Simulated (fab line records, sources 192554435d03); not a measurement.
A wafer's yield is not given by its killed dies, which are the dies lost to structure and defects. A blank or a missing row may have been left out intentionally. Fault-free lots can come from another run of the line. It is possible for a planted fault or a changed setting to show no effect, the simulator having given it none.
fab line records -- flow n5_finfet
[record] lots = 7, wafers = 18, last_day = 18
route steps=1938 shown TV_OPEN@1890 PAD_METAL@1893 PASSIVATION@1897
lots with no fault: from the same line, run without faults
start_h: the number of hours between the record's first day and the start of the first shown wafer of the lot -- wait_h: hours elapsed since this lot's preceding step -- " identical to the entry in the row above -- L1.1+2: a row that stands for several wafers -- - no value, or no start given -- * or withheld: withheld -- < > ~ a bound
route shown NAME@n: a module of which the file shows steps, and the number in the route of the first -- usual: average and standard deviation across the fault-free wafers -- same: alike in all rows -- chamber/n: place in a boat -- sites: readings site by site -- _std_site: their standard deviation -- _edge_site: outer sites' mean less inner sites' -- radius_mm: for every site, how far away it sits from the centre of the wafer -- mask NAME#n: copy n -- behind: the most recent tool/chamber to have shaped the wafer -- hold: reason for holding the lot/hours on hold/outcome of the hold -- device: the n, p or np transistor that did not switch -- end of line: the route-end tests of the same wafers -- for a step that has no rows: nothing shown but its recipe -- killed: at the first sort, the dies lost to defects and structure; wafer yield is something else -- map: dies across one wafer; x = killed, . = not, _ = none there
set.NAME: setting as actually run; set.NAME@STEP: the setting as run at that earlier step -- model.NAME: the simulator's own value behind a step, which no gauge read
lots at selected steps of the route; one table per step, one row per wafer
services: a tool's chamber out of use, with start hour (start_h, from the record's first day; less than 0 if before it), hours out, and reason
[[steps]]
[step N5_PASSIVATION_ETCH_15]
[recipe] chemistry = CF4/N2, target = SiCN, target_depth_a = 750, taper_deg = 2, time_s = 81.2, ion_energy_ev = 150, mask_material = SiNx, pressure_mtorr = 40, source_w = 430, bias_w = 70, Ar_flow_sccm = 100, cf4_flow_sccm = 60, n2_flow_sccm = 60
[usual] cf4_flow_sccm = 59.99/0.17, drypump_motor_current_A = 5.7/0.47, mfc_ar_sccm = 100.0/0.31, oes_product_au = 0.80/0.079, rf_fwd_power_W = 427.9/1.5, rf_vpp_V = 381.7/1.7, showerhead_plenum_p_Torr = 2.18/0.062, throttle_valve_pct = 15.45/0.15
lot.wafer,tool,chamber,start_h,wait_h,cf4_flow_sccm,drypump_motor_current_A,mfc_ar_sccm,oes_product_au,rf_fwd_power_W,rf_hours_counter_h,rf_vpp_V,showerhead_plenum_p_Torr,throttle_valve_pct
L543.3,rie_diel-02,3,-,-,59.94,5.6,100.0,0.83,426.9,82,380.3,2.15,15.63
L543.4,rie_diel-02,0,-,-,59.67,5.1,99.7,0.88,425.9,41,382.5,2.23,15.43
L543.5,rie_diel-02,3,-,-,60.07,5.6,99.7,0.83,426.0,-,382.8,2.15,15.62
L544.2,rie_diel-06,3,-,-,59.84,6.2,99.8,1.02,428.6,1,386.2,2.34,15.37
L544.4,rie_diel-06,2,-,-,59.83,5.4,100.6,0.69,428.6,196,381.3,2.19,15.36
L544.6,rie_diel-06,0,-,-,60.03,5.1,99.5,0.87,427.3,-,383.3,2.25,15.15
L554.2,rie_diel-06,0,-,-,59.93,5.0,100.1,0.84,429.5,72,382.2,2.24,15.19
L554.5,rie_diel-06,3,-,-,59.92,6.2,100.1,0.93,428.1,-,385.4,2.33,15.42
L556.2,rie_diel-03,3,-,-,60.17,5.1,100.2,0.85,431.2,65,381.9,2.16,15.39
L556.5,rie_diel-03,2,-,-,60.34,5.9,100.2,0.69,428.6,-,380.1,2.10,15.47
L555.2,rie_diel-03,2,-,-,59.93,5.9,99.7,0.69,427.3,232,380.6,2.10,15.48
L555.5,rie_diel-03,1,-,-,60.36,5.4,100.1,0.80,431.1,-,381.4,2.14,15.62
L559.2,rie_diel-03,2,-,-,60.27,5.9,99.9,0.69,426.5,236,380.2,2.10,15.46
L559.3,rie_diel-03,1,-,-,60.18,5.4,99.9,0.78,429.1,118,379.4,2.14,15.62
L559.6,rie_diel-03,0,-,-,59.80,6.2,100.6,0.69,428.5,-,378.8,2.08,15.50
L560.2,rie_diel-02,1,-,-,60.34,5.9,100.0,0.72,430.9,219,381.4,2.18,15.62
L560.3,rie_diel-02,2,-,-,59.97,6.2,100.2,0.81,428.7,79,381.1,2.15,15.47
L560.4,rie_diel-02,3,-,-,60.14,5.6,99.7,0.80,428.4,116,380.0,2.14,15.71
[step N5_PASSIVATION_STRIP_73]
[recipe] chemistry = post_etch_residue_remover, time_s = 60, temp_c = 25, remover_ph = withheld, remover_water_wt_pct = withheld, remover_fluoride_wt_pct = withheld
[step N5_PASSIVATION_SRD_17]
[recipe] time_s = 30, temp_c = 23, rinse_liquid = diw, dry = n2_spin, spin_rpm = 1500, dry_time_s = 30
[step N5_PASSIVATION_DEGAS_18]
[recipe] ambient = vacuum, temp_c = 300, time_s = 60
[usual] heater_power_w = 472/36
lot.wafer,tool,chamber,start_h,wait_h,heater_power_w
L543.3,pvd_sputter-03,-,317.83,0.1,470
L543.4,pvd_sputter-03,-,317.83,0.1,467
L543.5,pvd_sputter-03,-,317.83,0.1,499
L544.2,pvd_sputter-02,-,324.49,0.1,407
L544.4,pvd_sputter-02,-,324.49,0.1,478
L544.6,pvd_sputter-02,-,324.49,0.1,407
L554.2,pvd_sputter-03,-,404.21,0.1,496
L554.5,pvd_sputter-03,-,404.21,0.1,487
L556.2,pvd_sputter-02,-,404.30,0.1,477
L556.5,pvd_sputter-02,-,404.30,0.1,428
L555.2,pvd_sputter-02,-,407.06,1.6,478
L555.5,pvd_sputter-02,-,407.06,1.6,464
L559.2,pvd_sputter-01,-,419.42,0.3,440
L559.3,pvd_sputter-01,-,419.42,0.3,467
L559.6,pvd_sputter-01,-,419.42,0.3,472
L560.2,pvd_sputter-01,-,429.67,0.6,423
L560.3,pvd_sputter-01,-,429.67,0.6,462
L560.4,pvd_sputter-01,-,429.67,0.6,509
[step N5_PASSIVATION_PRE_CLEAN_19]
[recipe] gas = H2/He, time_s = *, temp_c = *
[usual] heater_power_w = 473/36
lot.wafer,tool,chamber,start_h,wait_h,heater_power_w
L543.3,pvd_sputter-03,-,317.87,0.0,475
L543.4,pvd_sputter-03,-,317.87,0.0,471
L543.5,pvd_sputter-03,-,317.87,0.0,511
L544.2,pvd_sputter-02,-,324.53,0.0,417
L544.4,pvd_sputter-02,-,324.53,0.0,468
L544.6,pvd_sputter-02,-,324.53,0.0,412
L554.2,pvd_sputter-03,-,404.25,0.0,502
L554.5,pvd_sputter-03,-,404.25,0.0,499
L556.2,pvd_sputter-02,-,404.34,0.0,476
L556.5,pvd_sputter-02,-,404.34,0.0,414
L555.2,pvd_sputter-02,-,407.10,0.0,472
L555.5,pvd_sputter-02,-,407.10,0.0,477
L559.2,pvd_sputter-01,-,419.46,0.0,431
L559.3,pvd_sputter-01,-,419.46,0.0,481
L559.6,pvd_sputter-01,-,419.46,0.0,474
L560.2,pvd_sputter-01,-,429.71,0.0,429
L560.3,pvd_sputter-01,-,429.71,0.0,476
L560.4,pvd_sputter-01,-,429.71,0.0,506
[step N5_PASSIVATION_SPUTTER_20]
[recipe] material = TaN, target_thk_a = 500, temp_c = 25, chamber_pressure_pa = 0.4
[usual] throttle_valve_pct = 29.7/1.1
lot.wafer,tool,chamber,start_h,wait_h,throttle_valve_pct
L543.3,pvd_sputter-03,-,317.91,0.0,31.5
L543.4,pvd_sputter-03,-,317.91,0.0,30.7
L543.5,pvd_sputter-03,-,317.91,0.0,31.0
L544.2,pvd_sputter-02,-,324.57,0.0,29.6
L544.4,pvd_sputter-02,-,324.57,0.0,29.0
L544.6,pvd_sputter-02,-,324.57,0.0,29.4
L554.2,pvd_sputter-03,-,404.29,0.0,30.8
L554.5,pvd_sputter-03,-,404.29,0.0,30.8
L556.2,pvd_sputter-02,-,404.38,0.0,28.9
L556.5,pvd_sputter-02,-,404.38,0.0,29.4
L555.2,pvd_sputter-02,-,407.14,0.0,28.9
L555.5,pvd_sputter-02,-,407.14,0.0,31.5
L559.2,pvd_sputter-01,-,419.50,0.0,26.7
L559.3,pvd_sputter-01,-,419.50,0.0,29.4
L559.6,pvd_sputter-01,-,419.50,0.0,29.6
L560.2,pvd_sputter-01,-,429.75,0.0,29.4
L560.3,pvd_sputter-01,-,429.75,0.0,29.2
L560.4,pvd_sputter-01,-,429.75,0.0,28.8
[step N5_PASSIVATION_AL_DEP_21]
[recipe] material = Al, target_thk_a = 28000, temp_c = 400, time_s = 170, power_w = 30000, chamber_pressure_pa = 0.4, gas = Ar
[usual] throttle_valve_pct = 29.8/1.2
lot.wafer,tool,chamber,start_h,wait_h,throttle_valve_pct
L543.3,pvd_sputter-03,-,318.01,0.1,31.5
L543.4,pvd_sputter-03,-,318.01,0.1,30.8
L543.5,pvd_sputter-03,-,318.01,0.1,31.1
L544.2,pvd_sputter-02,-,324.67,0.1,29.1
L544.4,pvd_sputter-02,-,324.67,0.1,29.3
L544.6,pvd_sputter-02,-,324.67,0.1,29.2
L554.2,pvd_sputter-03,-,404.39,0.1,30.9
L554.5,pvd_sputter-03,-,404.39,0.1,31.0
L556.2,pvd_sputter-02,-,404.48,0.1,29.1
L556.5,pvd_sputter-02,-,404.48,0.1,29.2
L555.2,pvd_sputter-02,-,407.24,0.1,29.1
L555.5,pvd_sputter-02,-,407.24,0.1,31.4
L559.2,pvd_sputter-01,-,419.60,0.1,26.3
L559.3,pvd_sputter-01,-,419.60,0.1,29.3
L559.6,pvd_sputter-01,-,419.60,0.1,29.4
L560.2,pvd_sputter-01,-,429.85,0.1,29.9
L560.3,pvd_sputter-01,-,429.85,0.1,29.6
L560.4,pvd_sputter-01,-,429.85,0.1,28.6
[step N5_PASSIVATION_HMDS_23]
[recipe] time_s = 60, temp_c = 120
[step N5_PASSIVATION_COAT_24]
[recipe] spin_rpm = 3000, resist_thk_nm = withheld
[step N5_PASSIVATION_EBR_26]
[recipe] solvent = PGMEA, ebr_width_mm = 1.5
[step N5_PASSIVATION_SOFTBAKE_25]
[recipe] temp_c = 100, time_s = 90
[step N5_PASSIVATION_EXPOSE_27]
[recipe] mask_id = PAD, na = 0.55, source_shape = conventional, sigma_outer = 0.8, polarization = unpolarized, defocus_nm = 0, dose_mj = 32.3
[step N5_PASSIVATION_PEB_28]
[recipe] peb_temp_c = withheld, peb_time_s = *
[usual] chill_plate_temp_C = *
lot.wafer,tool,chamber,start_h,wait_h,chill_plate_temp_C
L543.3,litho_track-01,0,318.49,0.0,*
L543.4,litho_track-01,0,318.49,0.0,*
L543.5,litho_track-01,0,318.49,0.0,*
L544.2,litho_track-03,0,325.02,0.0,*
L544.4,litho_track-03,0,325.02,0.0,*
L544.6,litho_track-03,0,325.02,0.0,*
L554.2,litho_track-01,0,404.86,0.0,*
L554.5,litho_track-01,0,404.86,0.0,*
L556.2,litho_track-01,0,405.03,0.0,*
L556.5,litho_track-01,0,405.03,0.0,*
L555.2,litho_track-01,0,407.60,0.0,*
L555.5,litho_track-01,0,407.60,0.0,*
L559.2,litho_track-02,0,419.95,0.0,*
L559.3,litho_track-02,0,419.95,0.0,*
L559.6,litho_track-02,0,419.95,0.0,*
L560.2,litho_track-03,0,430.21,0.0,*
L560.3,litho_track-03,0,430.21,0.0,*
L560.4,litho_track-03,0,430.21,0.0,*
[step N5_PASSIVATION_DEVELOP_29]
[recipe] develop_time_s = 60, rinse_liquid = diw, dry = air_spin, dev_temp_c = 21
[step N5_PASSIVATION_HARDBAKE_31]
[recipe] temp_c = 130, time_s = 120
[step N5_PASSIVATION_CD_MEAS_30]
[recipe] target_cd_nm = 4000, landing_energy_ev = 500, detector = se_inlens, polarity = opening
[usual] cd_nm = 4000.8/1.8
lot.wafer,tool,chamber,start_h,wait_h,cd_nm
L543.3,cd_sem-03,0,318.61,-,3999.6
L543.4,cd_sem-03,0,318.61,-,3999.7
L543.5,cd_sem-03,0,318.61,-,3999.9
L544.2,cd_sem-01,0,325.14,-,4002.7
L544.4,cd_sem-01,0,325.14,-,4000.8
L544.6,cd_sem-01,0,325.14,-,4001.0
L554.2,cd_sem-03,0,404.98,-,4001.6
L554.5,cd_sem-03,0,404.98,-,3989.4
L556.2,cd_sem-03,0,405.15,-,4000.1
L556.5,cd_sem-03,0,405.15,-,3988.4
L555.2,cd_sem-03,0,407.72,-,4000.2
L555.5,cd_sem-03,0,407.72,-,3988.8
L559.2,cd_sem-02,0,420.07,-,4000.4
L559.3,cd_sem-02,0,420.07,-,4004.3
L559.6,cd_sem-02,0,420.07,-,4003.3
L560.2,cd_sem-03,0,430.33,-,4001.6
L560.3,cd_sem-03,0,430.33,-,4002.0
L560.4,cd_sem-03,0,430.33,-,4001.2
[step N5_PASSIVATION_OVL_MEAS_63]
[recipe] points_per_wafer = 44
[usual] PAD_OVL = 1/5.1
lot.wafer,tool,chamber,start_h,wait_h,PAD_OVL[nm]
L543.3,overlay-02,0,318.64,0.0,8
L543.4,overlay-02,0,318.64,0.0,-3
L543.5,overlay-02,0,318.64,0.0,7
L544.2,overlay-01,0,325.17,0.0,4
L544.4,overlay-01,0,325.17,0.0,-2
L544.6,overlay-01,0,325.17,0.0,-4
L554.2,overlay-01,0,405.01,0.0,1
L554.5,overlay-01,0,405.01,0.0,-1
L556.2,overlay-01,0,405.18,0.0,0
L556.5,overlay-01,0,405.18,0.0,5
L555.2,overlay-01,0,407.74,0.0,7
L555.5,overlay-01,0,407.74,0.0,5
L559.2,overlay-01,0,420.10,0.0,-9
L559.3,overlay-01,0,420.10,0.0,2
L559.6,overlay-01,0,420.10,0.0,-1
L560.2,overlay-01,0,430.36,0.0,-5
L560.3,overlay-01,0,430.36,0.0,1
L560.4,overlay-01,0,430.36,0.0,0
[step N5_PASSIVATION_PROBE_49]
[usual] defect_limited_yield = 91.0/1.5, killed_at_M0_to_M3 = 35/11, killed_at_M4_up = 15/5.5, killed_at_contacts = 12/5.5, killed_at_front_end = 40/11, killed_at_other = 4/3.1, killed_dies = 106/18, killed_open = 70/12, killed_short = 33/8, sort_bin_5_function = 5.2/1, sort_bin_6_memory = 3.4/0.66, sort_bin_8_speed = 0.00/0.021, sort_n_pass = 1074/18, sort_yield_pct = 91.0/1.5
[same] gross_dies = 1180, killed_at_back_side = 0, sort_bin_4_leakage[%] = 0
lot.wafer,tool,chamber,start_h,wait_h,defect_limited_yield[%],killed_at_M0_to_M3,killed_at_M4_up,killed_at_contacts,killed_at_front_end,killed_at_other,killed_dies,killed_open,killed_short,sort_bin_5_function[%],sort_bin_6_memory[%],sort_bin_8_speed[%],sort_n_pass,sort_yield_pct[%]
L543.3,prober-01,-,323.82,0.1,89.2,51,20,17,36,3,127,84,41,7.4,3.3,0.08,1052,89.2
L543.4,prober-01,-,323.87,0.2,90.1,33,18,12,46,8,117,70,43,5.4,4.0,0,1063,90.1
L543.5,prober-01,-,323.92,0.2,91.9,30,21,10,30,5,96,72,22,3.6,4.2,0,1084,91.9
L544.2,prober-02,-,330.33,0.1,91.1,32,17,9,42,5,105,72,25,4.8,3.3,0,1075,91.1
L544.4,prober-02,-,330.43,0.2,90.1,39,21,12,39,6,117,73,40,5.6,3.7,0,1063,90.1
L544.6,prober-02,-,330.53,0.3,91.2,42,10,8,42,2,104,70,28,5.3,3.2,0,1076,91.2
L554.5,prober-01,-,410.91,0.2,88.1,59,14,27,40,1,141,89,51,6.5,4.3,0,1039,88.1
L555.2,prober-02,-,415.87,0.1,90.3,23,24,4,63,1,115,78,32,5.2,4.1,0,1065,90.3
L555.5,prober-02,-,416.02,0.2,91.4,41,15,11,31,3,101,65,26,4.7,3.1,0,1079,91.4
L560.2,prober-01,-,435.81,0.1,91.0,28,15,17,31,15,106,66,36,5.3,3.3,0,1074,91.0
L560.3,prober-01,-,435.86,0.1,91.6,24,14,17,36,8,99,76,21,4.7,3.1,0,1081,91.6
L560.4,prober-01,-,435.91,0.2,90.8,29,18,10,43,9,109,76,30,6.3,2.9,0,1071,90.8
// killed by level:class
L543.3 BEOL_M2:geometric_particle:open=17 MOL_CONTACT_COAG:geometric_particle:open=15 FIN_SAQP:geometric_particle:short=12 BEOL_M0_SAQP:geometric_particle:open=9 FIN_SAQP:geometric_particle:open=8 STARTING-WAFER:geometric_particle:short=7 BEOL_M0_SAQP:geometric_particle:short=6 BEOL_M1:geometric_particle:open=5
L543.4 FIN_SAQP:geometric_particle:short=11 DUMMY_GATE:geometric_particle:open=10 MOL_CONTACT_COAG:geometric_particle:open=10 BEOL_M2:geometric_particle:open=7 BEOL_M3:geometric_particle:short=7 STARTING-WAFER:geometric_particle:open=7 FIN_SAQP:geometric_particle:open=6 BEOL_M3:geometric_particle:open=6
L543.5 BEOL_M4:geometric_particle:open=12 MOL_CONTACT_COAG:geometric_particle:open=9 FIN_SAQP:geometric_particle:open=8 BEOL_M2:geometric_particle:open=8 DUMMY_GATE:geometric_particle:open=5 FIN_SAQP:geometric_particle:short=4 STI_FIN_REVEAL:geometric_particle:open=4 BEOL_M1:geometric_particle:open=4
L544.2 STI_FIN_REVEAL:geometric_particle:open=14 BEOL_M4:geometric_particle:open=11 MOL_CONTACT_COAG:geometric_particle:open=8 BEOL_M2:geometric_particle:open=8 BEOL_M0_SAQP:geometric_particle:open=6 FIN_SAQP:geometric_particle:open=5 HKMG_FIN:area_etch=5 BEOL_M0:geometric_particle:open=4
L544.4 BEOL_M4:geometric_particle:open=17 MOL_CONTACT_COAG:geometric_particle:open=11 BEOL_M0_SAQP:geometric_particle:short=11 BEOL_M2:geometric_particle:open=8 BEOL_M0_SAQP:geometric_particle:open=7 FIN_SAQP:geometric_particle:short=6 STI_FIN_REVEAL:geometric_particle:open=6 DUMMY_GATE:geometric_particle:open=6
L544.6 FIN_SAQP:geometric_particle:open=13 BEOL_M2:geometric_particle:open=11 BEOL_M0_SAQP:geometric_particle:open=8 FIN_SAQP:geometric_particle:short=7 DUMMY_GATE:geometric_particle:open=6 MOL_CONTACT_COAG:geometric_particle:open=6 BEOL_M3:geometric_particle:open=5 ILD0:geometric_particle:open=4
L554.5 MOL_CONTACT_COAG:geometric_particle:open=23 BEOL_M3:geometric_particle:open=12 STI_FIN_REVEAL:geometric_particle:open=11 BEOL_M0_SAQP:geometric_particle:short=10 BEOL_M2:geometric_particle:open=9 BEOL_M2:geometric_particle:short=8 BEOL_M0_SAQP:geometric_particle:open=7 STARTING-WAFER:geometric_particle:short=5
L555.2 FIN_SAQP:geometric_particle:open=12 DUMMY_GATE:geometric_particle:open=12 FIN_SAQP:geometric_particle:short=11 BEOL_M4:geometric_particle:open=11 STI_FIN_REVEAL:geometric_particle:open=7 BEOL_M0_SAQP:geometric_particle:open=7 BEOL_M5:geometric_particle:open=7 BEOL_M2:geometric_particle:open=5
L555.5 BEOL_M0_SAQP:geometric_particle:open=13 BEOL_M0_SAQP:geometric_particle:short=12 MOL_CONTACT_COAG:geometric_particle:open=10 BEOL_M4:geometric_particle:open=6 HKMG_FIN:area_etch=6 FIN_SAQP:geometric_particle:open=5 BEOL_M3:geometric_particle:open=5 FIN_SAQP:geometric_particle:short=3
L560.2 MOL_CONTACT_COAG:geometric_particle:open=12 BEOL_M3:geometric_particle:open=10 FIN_SAQP:geometric_particle:short=7 STI_FIN_REVEAL:geometric_particle:open=7 BEOL_M4:geometric_particle:open=6 MOL_CONTACT_COAG:geometric_particle:short=4 BEOL_M2:geometric_particle:open=4 MIM_BOT:geometric_particle:open=4
L560.3 MOL_CONTACT_COAG:geometric_particle:open=14 STI_FIN_REVEAL:geometric_particle:open=10 BEOL_M4:geometric_particle:open=10 BEOL_M2:geometric_particle:open=8 ILD0:geometric_particle:open=6 BEOL_M3:geometric_particle:open=4 STARTING-WAFER:geometric_particle:open=4 FIN_SAQP:geometric_particle:open=3
L560.4 STI_FIN_REVEAL:geometric_particle:open=17 BEOL_M4:geometric_particle:open=9 MOL_CONTACT_COAG:geometric_particle:open=7 BEOL_M0_SAQP:geometric_particle:short=6 BEOL_M0_SAQP:geometric_particle:open=6 BEOL_M1:geometric_particle:open=6 FIN_SAQP:geometric_particle:short=5 BEOL_M2:geometric_particle:open=4
[[services]]
tool,chamber,start_h,hours,kind
rie_diel-06,3,297.74,-,clean
rie_diel-06,3,297.74,-,consumable_replace:focus_ring
rie_diel-06,3,297.74,-,consumable_replace:showerhead
rie_diel-06,3,297.74,24.9,scheduled_down
rie_diel-06,3,297.74,24.9,vent_cycle
rie_diel-02,3,300.21,8.8,repair
rie_diel-06,2,310.73,7.4,repair
rie_diel-03,-,315.29,14.6,pm
litho_track-02,-,327.29,-,consumable_replace:filter
rie_diel-02,-,339.92,2.8,pm
rie_diel-02,1,353.53,4.2,repair
rie_diel-06,-,360.65,1.0,repair
litho_track-01,-,385.09,-,consumable_replace:filter
rie_diel-02,-,398.65,0.5,repair
rie_diel-03,0,402.50,5.7,repair
rie_diel-06,0,406.18,9.9,repair
rie_diel-02,3,406.85,3.4,repair
rie_diel-03,3,411.08,2.6,repair
rie_diel-06,-,419.35,11.6,repair
[[key]]
[first_sign] step = N5_PASSIVATION_CD_MEAS_30, reading = cd_nm, direction = down, sigmas = 6.7, usual = 4000.8, struck = 3988.9
effect none on later readings
met_at N5_PASSIVATION_PEB_28
struck_wafers L554.5,L555.5,L556.5
onset_between 318.49 404.86
[fault] kind = process_parameter_drift, tool = litho_track-01, chamber = -, onset_h = 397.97, steps = N5_PASSIVATION_PEB_28, channel = peb_time_s, offset = *, shape = step, end_h = 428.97, scope = struck_wafers_only, acts_in = *, stated = *
